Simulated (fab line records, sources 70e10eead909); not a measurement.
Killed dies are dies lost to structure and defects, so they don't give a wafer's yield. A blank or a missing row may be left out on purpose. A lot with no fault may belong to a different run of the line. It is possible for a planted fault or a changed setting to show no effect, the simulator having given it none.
Matching of chambers ; flow nand harc ; NHARC_A_CONTACT_ETCH_48 on rie diel-04: 4 sister chambers
The step etches the open film in CF4, target depth 39 nm, time 65 s. 18 wafers are shown with their chamber, then 9 later ones without.

## WAFERS, EACH WITH ITS CHAMBER
wafer;chamber;drypump motor current A (A);showerhead plenum p Torr (Torr);rf vpp V (V)
L076.1;3;5.1;1.88;151.9
L076.2;0;6.4;1.69;149.1
L076.6;1;5.4;1.78;152.5
L082.1;2;6.4;1.77;151.6
L082.2;0;6.4;1.69;150.3
L082.5;2;6.4;1.77;152.6
L083.2;3;5.1;1.87;151.7
L083.3;2;6.4;1.77;151.0
L083.5;1;5.4;1.78;151.2
L087.1;3;5.1;1.87;151.9
L087.2;1;5.4;1.78;150.9
L087.6;0;6.4;1.69;148.8
L085.1;0;6.4;1.69;149.8
L085.2;1;5.4;1.78;150.1
L085.6;1;5.4;1.78;151.6
L093.1;2;6.4;1.77;150.7
L093.2;3;5.1;1.87;153.2
L093.6;0;6.5;1.68;149.0

SIGNATURES (means of the wafers above)
reading;chamber 0;chamber 1;chamber 2;chamber 3;scatter within a chamber
drypump motor current A;6.420;5.400;6.400;5.100;0.0239
showerhead plenum p Torr;1.6880;1.7800;1.7700;1.8725;0.00333
rf vpp V;149.400;151.260;151.475;152.175;0.768
Rule: a wafer lies at a distance from a chamber equal to the root of the sum of squares, over the readings, of (its reading less the chamber's mean, divided by the reading's scatter). If the next closest chamber is less than 2 further off than the closest, the wafer can't be placed; otherwise it belongs to the closest. The scatter: the root of (the sum of the squares of (reading less its chamber's mean) over the shown wafers, divided by (wafers less chambers)).

## WAFERS WITH NO CHAMBER GIVEN
wafer;drypump motor current A (A);showerhead plenum p Torr (Torr);rf vpp V (V)
L092.1;5.4;1.78;150.1
L092.2;6.4;1.77;150.7
L092.6;5.4;1.78;151.3
L094.1;5.1;1.87;151.4
L094.3;5.4;1.77;150.1
L094.6;6.4;1.77;153.0
L086.1;5.4;1.77;151.1
L086.3;6.4;1.68;150.1
L086.5;6.4;1.68;150.3

## THE CHAMBER EACH PASSED THROUGH
wafer;from the rows above;in truth
L092.1;1;1
L092.2;2;2
L092.6;1;1
L094.1;3;3
L094.3;1;1
L094.6;2;2
L086.1;1;1
L086.3;0;0
L086.5;0;0
Placed correctly: 9 of 9. Can't be placed from these rows: 0. Number placed wrongly: 0.
